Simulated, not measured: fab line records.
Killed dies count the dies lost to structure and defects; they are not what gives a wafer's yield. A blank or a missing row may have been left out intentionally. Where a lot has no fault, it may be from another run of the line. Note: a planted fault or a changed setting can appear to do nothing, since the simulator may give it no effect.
fab line records ; flow n5-finfet
record lots=6; wafers=17; last-day=18
route steps=1938 shown BEOL_M11@1542 PASSIVATION@1936
lots with no fault: from the same line, run without faults
start-h: hours from the record's opening day to when the first of the lot's shown wafers began ; wait-h: hours from the lot's prior step to this one ; " unchanged from the row above ; L1.1+2: one row covering several wafers at once ; - either no value or no given start ; * or withheld: withheld ; < > ~ a bound
route shown NAME@n: a module of which the file shows steps, and the number in the route of the first ; usual: average and standard deviation across the fault-free wafers ; same: alike in all rows ; chamber/n: place in a boat ; sites: each site's reading ; _std_site: standard deviation across them ; _edge_site: mean of outer sites minus mean of inner sites ; radius-mm: how far each site lies from the wafer's centre ; mask NAME#n: copy n ; behind: tool/chamber where the wafer was last shaped ; hold: what put the lot on hold/how long, in hours/how the hold closed ; device: names the non-switching transistor (n, p or np) ; end of line: at the end of the route, the tests of the same wafers ; for a step that has no rows: nothing shown but its recipe ; killed: at the first sort, the dies lost to defects and structure; wafer yield is something else ; map: dies across one wafer; x = killed, . = not, _ = none there
set.NAME: the setting as run; set.NAME@STEP: as run at that earlier step ; model.NAME: the simulator's own value behind a step, which no gauge read
lots seen at some steps along the route; tables by step, rows by wafer
services: from which hour (start-h, from the record's first day; less than 0 if before it) a tool's chamber was out of use, for how many hours, and why
## steps
# step N5_BEOL_M11_COAT_60
# recipe resist=SiARC; temp-c=220; time-s=60; spin-rpm=1500; resist-thk-nm=30
# step N5_BEOL_M11_COAT_05
# recipe resist=CAR-ArF; spin-rpm=1500; resist-thk-nm=90
# step N5_BEOL_M11_EBR_07
# recipe solvent=PGMEA; ebr-width-mm=1.5
# step N5_BEOL_M11_SOFTBAKE_06
# recipe temp-c=110; time-s=60; resist=CAR-ArF
# step N5_BEOL_M11_EXPOSE_08
# recipe mask-id=M11; na=1.35; source-shape=dipole; sigma-inner=0.411; sigma-outer=0.611; polarization=te; dose-mj=53.75
# step N5_BEOL_M11_PEB_09
# recipe peb-temp-c=withheld; peb-time-s=60; resist=CAR-ArF
# step N5_BEOL_M11_DEVELOP_10
# recipe develop-time-s=30; developer=TMAH; resist=CAR-ArF; rinse-liquid=diw; dry=air-spin; dev-temp-c=23
# step N5_BEOL_M11_CD_MEAS_11
# recipe target-cd-nm=64.1; landing-energy-ev=500; detector=se-inlens; polarity=opening
# usual cd-nm=64.4/0.92
lot.wafer;tool;chamber;start-h;wait-h;cd-nm
L208.1;cd-sem-01;0;221.91;-;65.1
L208.2;cd-sem-01;0;221.91;-;65.9
L208.6;cd-sem-01;0;221.91;-;65.8
L213.1;cd-sem-02;0;263.74;-;65.6
L213.5;cd-sem-02;0;263.74;-;64.5
L213.6;cd-sem-02;0;263.74;-;64.5
L217.1;cd-sem-03;0;288.76;-;64.7
L217.2;cd-sem-03;0;288.76;-;64.5
L217.4;cd-sem-03;0;288.76;-;63.3
L218.3;cd-sem-01;0;291.73;-;65.0
L218.4;cd-sem-01;0;291.73;-;65.6
L218.5;cd-sem-01;0;291.73;-;64.7
L228.1;cd-sem-03;0;347.89;-;63.3
L228.2;cd-sem-03;0;347.89;-;63.6
L230.1;cd-sem-03;0;386.43;-;64.9
L230.3;cd-sem-03;0;386.43;-;65.1
L230.6;cd-sem-03;0;386.43;-;64.6
# step N5_BEOL_M11_OVL_MEAS_12
# recipe points-per-wafer=44
# usual M11_OVL=0.0/0.7
lot.wafer;tool;chamber;start-h;wait-h;M11_OVL[nm]
L208.1;overlay-01;0;221.94;0.0;1.1
L208.2;overlay-01;0;221.94;0.0;-0.4
L208.6;overlay-01;0;221.94;0.0;-0.4
L213.1;overlay-02;0;263.77;0.0;0.1
L213.5;overlay-02;0;263.77;0.0;-0.6
L213.6;overlay-02;0;263.77;0.0;-0.2
L217.1;overlay-02;0;288.79;0.0;-0.1
L217.2;overlay-02;0;288.79;0.0;-0.5
L217.4;overlay-02;0;288.79;0.0;-1.0
L218.3;overlay-01;0;291.76;0.0;0.6
L218.4;overlay-01;0;291.76;0.0;1.4
L218.5;overlay-01;0;291.76;0.0;1.4
L228.1;overlay-02;0;347.92;0.0;-0.1
L228.2;overlay-02;0;347.92;0.0;1.0
L230.1;overlay-01;0;386.46;0.0;0.7
L230.3;overlay-01;0;386.46;0.0;1.3
L230.6;overlay-01;0;386.46;0.0;-1.0
# step N5_BEOL_M11_INSPECT_13
# recipe mode=adi; inspect-instrument=brightfield
# usual raw-defect-count=416/100
lot.wafer;tool;chamber;start-h;wait-h;raw-defect-count
L208.1;defect-inspect-01;-;221.97;0.0;434
L208.2;defect-inspect-01;-;221.97;0.0;298
L208.6;defect-inspect-01;-;221.97;0.0;396
L213.1;defect-inspect-02;-;263.79;0.0;297
L213.5;defect-inspect-02;-;263.79;0.0;266
L213.6;defect-inspect-02;-;263.79;0.0;275
L217.1;defect-inspect-02;-;288.81;0.0;366
L217.2;defect-inspect-02;-;288.81;0.0;372
L217.4;defect-inspect-02;-;288.81;0.0;364
L218.3;defect-inspect-02;-;291.78;0.0;480
L218.4;defect-inspect-02;-;291.78;0.0;413
L218.5;defect-inspect-02;-;291.78;0.0;392
L228.1;defect-inspect-02;-;347.95;0.0;262
L228.2;defect-inspect-02;-;347.95;0.0;257
L230.1;defect-inspect-02;-;386.48;0.0;411
L230.3;defect-inspect-02;-;386.48;0.0;455
L230.6;defect-inspect-02;-;386.48;0.0;499
# step N5_BEOL_M11_DESCUM_16
# recipe chemistry=O2; time-s=7.9; source-power-w=50; bias-power-w=20; pressure-mtorr=20; rf-frequency-hz=2.712e+07; temp-c=40; resist=CAR-ArF; o2-flow-sccm=225
# usual drypump-motor-current-A=5.8/0.49; oes-product-au=0.76/0.099; rf-vpp-V=243.4/1.3; showerhead-plenum-p-Torr=2.12/0.066; temp-c=40.00/0.1; throttle-valve-pct=20.48/0.2
lot.wafer;tool;chamber;start-h;wait-h;drypump-motor-current-A;oes-product-au;rf-hours-counter-h;rf-vpp-V;showerhead-plenum-p-Torr;temp-c;throttle-valve-pct
L208.1;rie-diel-06;2;222.05;0.1;6.7;0.78;145;241.6;2.02;39.83;20.48
L208.2;rie-diel-06;0;222.05;0.1;5.7;0.70;209;243.6;2.19;39.88;20.56
L208.6;rie-diel-06;0;222.05;0.1;5.8;0.70;-;245.0;2.19;40.03;20.55
L213.1;rie-diel-06;3;263.94;0.1;5.2;0.71;232;242.1;1.99;39.97;20.65
L213.5;rie-diel-06;1;263.94;0.1;5.7;0.67;-;242.1;2.17;40.22;20.39
L213.6;rie-diel-06;2;263.94;0.1;6.7;0.76;-;241.7;2.01;39.99;20.49
L217.1;rie-diel-06;2;289.27;0.5;6.7;0.76;167;242.1;2.01;39.92;20.50
L217.2;rie-diel-06;1;289.27;0.5;5.7;0.68;236;242.6;2.17;39.90;20.39
L217.4;rie-diel-06;3;289.27;0.5;5.2;0.71;240;240.4;1.99;39.98;20.67
L218.3;rie-diel-06;0;291.81;0.0;5.7;0.68;232;243.9;2.19;40.04;20.57
L218.4;rie-diel-06;1;291.81;0.0;5.7;0.68;237;242.8;2.17;40.00;20.38
L218.5;rie-diel-06;0;291.81;0.0;5.7;0.67;-;245.3;2.18;39.88;20.59
L228.1;rie-diel-03;3;347.98;0.0;5.9;0.94;17;244.4;2.13;40.09;20.49
L228.2;rie-diel-03;2;347.98;0.0;5.6;0.73;154;244.5;2.12;40.04;20.86
L230.1;rie-diel-05;1;386.52;0.0;5.1;0.67;248;244.6;2.15;39.90;20.67
L230.3;rie-diel-05;3;386.52;0.0;6.0;0.85;31;239.5;2.05;40.06;20.23
L230.6;rie-diel-05;0;386.52;0.0;5.3;0.71;-;243.1;2.15;39.84;20.28
# step N5_BEOL_M11_ETCH_61
# recipe chemistry=CF4; target=SiARC; target-depth-a=390; mask-material=CAR-ArF; time-s=65; ion-energy-ev=80; pressure-mtorr=40; source-w=545; bias-w=36; Ar_flow_sccm=100; cf4-flow-sccm=100; ends=cleared
# usual bias-w=35.99/0.11; cf4-flow-sccm=99.97/0.27; drypump-motor-current-A=5.8/0.49; etch-rf-on-time-s=65.2/1.9; oes-product-au=0.65/0.089; rf-vpp-V=184.2/1.1; showerhead-plenum-p-Torr=2.16/0.061; throttle-valve-pct=15.65/0.2
lot.wafer;tool;chamber;start-h;wait-h;bias-w;cf4-flow-sccm;drypump-motor-current-A;etch-rf-on-time-s;oes-product-au;rf-hours-counter-h;rf-vpp-V;showerhead-plenum-p-Torr;throttle-valve-pct
L208.1;rie-diel-06;2;222.08;0.0;35.88;99.77;6.7;65.5;0.66;145;182.8;2.07;15.69
L208.2;rie-diel-06;0;222.08;0.0;36.09;100.01;5.8;67.3;0.59;209;185.9;2.18;15.46
L208.6;rie-diel-06;0;222.08;0.0;36.12;99.93;5.7;67.5;0.58;-;185.9;2.18;15.47
L213.1;rie-diel-06;3;263.97;0.0;36.09;99.87;5.2;64.6;0.62;232;183.9;2.05;15.84
L213.5;rie-diel-06;1;263.97;0.0;36.04;99.34;5.7;64.9;0.58;-;183.7;2.21;15.59
L213.6;rie-diel-06;2;263.97;0.0;35.72;99.95;6.7;66.0;0.64;-;182.7;2.07;15.71
L217.1;rie-diel-06;2;289.31;0.0;36.03;99.91;6.7;65.8;0.63;167;182.9;2.06;15.73
L217.2;rie-diel-06;1;289.31;0.0;36.02;99.80;5.7;64.8;0.57;236;185.6;2.21;15.60
L217.4;rie-diel-06;3;289.31;0.0;36.12;100.03;5.2;65.6;0.60;240;182.8;2.05;15.86
L218.3;rie-diel-06;0;291.85;0.0;36.01;99.99;5.7;67.4;0.57;232;184.8;2.18;15.49
L218.4;rie-diel-06;1;291.85;0.0;36.18;99.95;5.7;64.9;0.58;237;182.2;2.21;15.61
L218.5;rie-diel-06;0;291.85;0.0;36.07;99.91;5.7;67.1;0.57;-;184.8;2.18;15.51
L228.1;rie-diel-03;3;348.02;0.0;35.93;99.99;5.9;63.6;0.81;17;183.0;2.20;15.69
L228.2;rie-diel-03;2;348.02;0.0;36.05;99.41;5.6;67.0;0.62;154;183.7;2.15;15.92
L230.1;rie-diel-05;1;386.55;0.0;36.00;100.12;5.1;65.4;0.57;248;185.4;2.21;15.96
L230.3;rie-diel-05;3;386.55;0.0;36.05;99.67;6.0;63.6;0.76;31;182.9;2.11;15.42
L230.6;rie-diel-05;0;386.55;0.0;36.17;100.56;5.3;60.9;0.63;-;183.4;2.22;15.58
# step N5_BEOL_M11_ETCH_62
# recipe chemistry=N2/H2; target=SOC; target-depth-a=1100; overetch-a=220; mask-material=SiARC; temp-c=40; time-s=165; ion-energy-ev=200; pressure-mtorr=30; source-w=840; bias-w=150; n2-flow-sccm=200; h2-flow-sccm=200
# usual bias-w=150.0/0.44; drypump-motor-current-A=5.8/0.49; oes-product-au=0.65/0.085; rf-vpp-V=524.2/2.4; showerhead-plenum-p-Torr=2.57/0.085; temp-c=40.01/0.11; throttle-valve-pct=17.90/0.24
lot.wafer;tool;chamber;start-h;wait-h;bias-w;drypump-motor-current-A;oes-product-au;rf-hours-counter-h;rf-vpp-V;showerhead-plenum-p-Torr;temp-c;throttle-valve-pct;model.SiARC_of_BEOL_M11_COAT_60.thk-nm
L208.1;rie-diel-06;2;222.13;0.0;150.0;6.7;0.65;145;521.7;2.45;39.92;17.92;23.4
L208.2;rie-diel-06;0;222.13;0.0;150.2;5.7;0.60;209;525.0;2.62;40.01;17.77;23.8
L208.6;rie-diel-06;0;222.13;0.0;149.8;5.7;0.59;-;525.8;2.62;39.97;17.77;23.6
L213.1;rie-diel-06;3;264.02;0.0;149.7;5.2;0.61;232;520.1;2.39;40.16;17.81;23.6
L213.5;rie-diel-06;1;264.02;0.0;149.4;5.7;0.58;-;523.8;2.60;39.92;17.65;23.6
L213.6;rie-diel-06;2;264.02;0.0;150.1;6.7;0.64;-;519.2;2.44;40.03;17.94;23.2
L217.1;rie-diel-06;2;289.36;0.0;139.0;6.8;0.63;167;495.6;2.44;40.13;17.97;23.8
L217.2;rie-diel-06;1;289.36;0.0;138.5;5.7;0.57;236;499.1;2.60;39.92;17.67;24.2
L217.4;rie-diel-06;3;289.36;0.0;137.8;5.2;0.60;240;494.5;2.39;40.05;17.80;24.2
L218.3;rie-diel-06;0;291.90;0.0;137.6;5.7;0.58;232;499.7;2.61;40.01;17.81;24.2
L218.4;rie-diel-06;1;291.90;0.0;138.4;5.7;0.57;237;499.3;2.60;39.99;17.67;24
L218.5;rie-diel-06;0;291.90;0.0;137.7;5.7;0.58;-;499.9;2.61;40.13;17.82;24.2
L228.1;rie-diel-03;3;348.07;0.0;149.2;5.9;0.79;17;523.4;2.62;40.02;18.17;23.6
L228.2;rie-diel-03;2;348.07;0.0;150.3;5.7;0.63;154;524.0;2.56;40.03;18.21;24
L230.1;rie-diel-05;1;386.60;0.0;149.8;5.1;0.56;248;524.9;2.63;40.09;18.26;23.6
L230.3;rie-diel-05;3;386.60;0.0;150.7;6.0;0.75;31;522.9;2.49;40.07;17.69;23
L230.6;rie-diel-05;0;386.60;0.0;149.7;5.3;0.60;-;525.8;2.61;39.98;17.63;23.2
# step N5_BEOL_M11_STRIP_68
# recipe chemistry=N2/H2; temp-c=40; n2-flow-sccm=200; h2-flow-sccm=200; rf-frequency-hz=6e+07
# step N5_PASSIVATION_PROBE_49
# usual defect-limited-yield=91.5/1.5; killed_at_M0_to_M3=32/10; killed_at_M4_up=13/4.9; killed-at-contacts=13/6.1; killed-at-front-end=38/11; killed-at-other=3/3.2; killed-dies=101/18; killed-on-rim=13/4.4; killed-open=66/13; killed-short=32/8.3; sort_bin_5_function=5.0/1; sort_bin_6_memory=3.2/0.74; sort_bin_8_speed=0.1/1.1; sort-n-pass=1078/22
# same gross-dies=1180; killed-at-back-side=0; sort_bin_4_leakage[%]=0
lot.wafer;tool;chamber;start-h;wait-h;defect-limited-yield[%];killed_at_M0_to_M3;killed_at_M4_up;killed-at-contacts;killed-at-front-end;killed-at-other;killed-dies;killed-on-rim;killed-open;killed-short;sort_bin_5_function[%];sort_bin_6_memory[%];sort_bin_8_speed[%];sort-n-pass
L213.1;prober-01;-;311.47;0.0;88.9;36;11;6;75;3;131;13;87;39;6.8;4.0;0;1049
L213.5;prober-01;-;311.67;0.2;91.4;39;12;10;32;9;102;22;70;25;5.9;2.5;0;1078
L213.6;prober-01;-;311.72;0.3;89.2;36;13;18;59;2;128;14;76;48;5.7;4.9;0;1052
L217.1;prober-02;-;335.35;0.0;91.4;26;9;3;55;8;101;13;43;55;4.7;3.1;0;1079
L217.2;prober-02;-;335.40;0.1;90.8;29;7;14;58;0;108;15;64;32;4.7;3.3;0;1072
L217.4;prober-02;-;335.50;0.2;88.2;48;11;15;58;7;139;7;87;51;6.7;4.4;0;1041
L218.3;prober-01;-;335.45;0.1;92.8;27;8;16;31;3;85;8;54;27;3.3;3.3;0;1095
L218.4;prober-01;-;335.50;0.2;91.3;23;9;21;46;4;103;14;63;38;5.0;3.2;0;1077
L218.5;prober-01;-;335.55;0.2;90.9;35;17;19;31;5;107;12;67;38;4.7;4.2;0;1073
# killed by level:class
L213.1 STI_FIN_REVEAL:geometric-particle:open=29 FIN_SAQP:geometric-particle:open=10 FIN_SAQP:geometric-particle:short=10 BEOL_M0:geometric-particle:open=10 BEOL_M4:geometric-particle:open=9 BEOL_M0_SAQP:geometric-particle:short=8 BEOL_M0_SAQP:geometric-particle:open=7 GATE_CUT:geometric-particle:open=5
L213.5 STI_FIN_REVEAL:geometric-particle:open=11 MOL_CONTACT_COAG:geometric-particle:open=9 BEOL_M0_SAQP:geometric-particle:open=9 FIN_SAQP:geometric-particle:open=5 BEOL_M0:geometric-particle:open=5 BEOL_M2:geometric-particle:open=5 BEOL_M3:geometric-particle:open=5 BEOL_M2:geometric-particle:short=4
L213.6 FIN_SAQP:geometric-particle:open=17 FIN_SAQP:geometric-particle:short=16 MOL_CONTACT_COAG:geometric-particle:open=15 BEOL_M0_SAQP:geometric-particle:short=12 STI_FIN_REVEAL:geometric-particle:open=11 BEOL_M0_SAQP:geometric-particle:open=10 BEOL_M2:geometric-particle:open=6 BEOL_M4:geometric-particle:open=5
L217.1 GATE_CUT:geometric-particle:short=16 FIN_SAQP:geometric-particle:short=11 BEOL_M0_SAQP:geometric-particle:short=8 STI_FIN_REVEAL:geometric-particle:open=6 BEOL_M0_SAQP:geometric-particle:open=6 FIN_SAQP:geometric-particle:open=5 GATE_CUT:geometric-particle:open=4 BEOL_M1:geometric-particle:open=4
L217.2 FIN_SAQP:geometric-particle:open=14 HKMG_FIN:area-etch=11 MOL_CONTACT_COAG:geometric-particle:open=9 BEOL_M0_SAQP:geometric-particle:short=9 BEOL_M1:geometric-particle:open=9 FIN_SAQP:geometric-particle:short=8 GATE_CUT:geometric-particle:open=5 GATE_CUT:geometric-particle:short=5
L218.3 MOL_CONTACT_COAG:geometric-particle:open=12 BEOL_M1:geometric-particle:open=9 FIN_SAQP:geometric-particle:short=6 BEOL_M0_SAQP:geometric-particle:open=6 FIN_SAQP:geometric-particle:open=5 STI_FIN_REVEAL:geometric-particle:open=5 GATE_CUT:geometric-particle:short=4 MOL_CONTACT_COAG:geometric-particle:short=3
L217.4 FIN_SAQP:geometric-particle:short=17 BEOL_M0_SAQP:geometric-particle:short=16 FIN_SAQP:geometric-particle:open=15 MOL_CONTACT_COAG:geometric-particle:open=11 BEOL_M2:geometric-particle:open=8 BEOL_M0_SAQP:geometric-particle:open=7 BEOL_M1:geometric-particle:open=7 STI_FIN_REVEAL:geometric-particle:open=6
L218.4 MOL_CONTACT_COAG:geometric-particle:open=13 FIN_SAQP:geometric-particle:short=9 FIN_SAQP:geometric-particle:open=7 DUMMY_GATE:geometric-particle:open=7 GATE_CUT:geometric-particle:short=7 GATE_CUT:geometric-particle:open=7 MOL_CONTACT_COAG:geometric-particle:short=7 BEOL_M0_SAQP:geometric-particle:short=7
L218.5 MOL_CONTACT_COAG:geometric-particle:open=14 BEOL_M0_SAQP:geometric-particle:open=13 GATE_CUT:geometric-particle:short=9 STI_FIN_REVEAL:geometric-particle:open=8 BEOL_M0_SAQP:geometric-particle:short=8 BEOL_M1:geometric-particle:open=8 FIN_SAQP:geometric-particle:short=5 MOL_CONTACT_COAG:geometric-particle:short=5
## services
tool;chamber;start-h;hours;kind
rie-diel-03;-;242.73;14.6;pm
rie-diel-05;3;272.30;-;clean
rie-diel-05;3;272.30;-;consumable-replace:focus-ring
rie-diel-05;3;272.30;16.6;scheduled-down
rie-diel-05;3;272.30;16.6;vent-cycle
rie-diel-05;1;282.09;17.6;repair
rie-diel-05;2;299.70;4.2;repair
rie-diel-05;-;302.74;1.0;repair
rie-diel-06;3;323.07;-;clean
rie-diel-06;3;323.07;-;consumable-replace:focus-ring
rie-diel-06;3;323.07;-;consumable-replace:showerhead
rie-diel-06;3;323.07;16.6;scheduled-down
rie-diel-06;3;323.07;16.6;vent-cycle
rie-diel-06;1;329.32;4.8;repair
rie-diel-06;1;340.37;-;clean
rie-diel-06;1;340.37;-;consumable-replace:focus-ring
rie-diel-06;1;340.37;16.4;scheduled-down
rie-diel-06;1;340.37;16.4;vent-cycle
rie-diel-05;2;346.06;7.8;repair
rie-diel-03;3;352.59;6.3;repair
rie-diel-06;0;356.74;-;clean
rie-diel-06;0;356.74;-;consumable-replace:focus-ring
rie-diel-06;0;356.74;13.6;scheduled-down
rie-diel-06;0;356.74;13.6;vent-cycle
## key
first-sign step=N5_BEOL_M11_ETCH_62; reading=bias-w; direction=down; sigmas=27; usual=*; struck=*
effect step=N5_BEOL_M11_ETCH_62; reading=rf-vpp-V; direction=down; sigmas=11; usual=524.2; struck=498.0
model-effect step=N5_BEOL_M11_ETCH_62; value=SiARC_of_BEOL_M11_COAT_60.thk-nm; without=23.5; struck=24.1
met-at N5_BEOL_M11_ETCH_62
struck-wafers L217.1,L217.2,L217.4,L218.3,L218.4,L218.5
baseline-loss step=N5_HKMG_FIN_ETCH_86; wafers=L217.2
onset-between 264.02 289.36
fault kind=process-parameter-drift; tool=rie-diel-06; chamber=-; onset-h=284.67; steps=N5_BEOL_M11_ETCH_62; channel=bias-w; offset=*; shape=step; end-h=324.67; acts-in=*; stated=*
# baseline-loss: these wafers lose ten dies or more at that step, a loss of the line's own and not of a fault; the sort's usual values leave them out
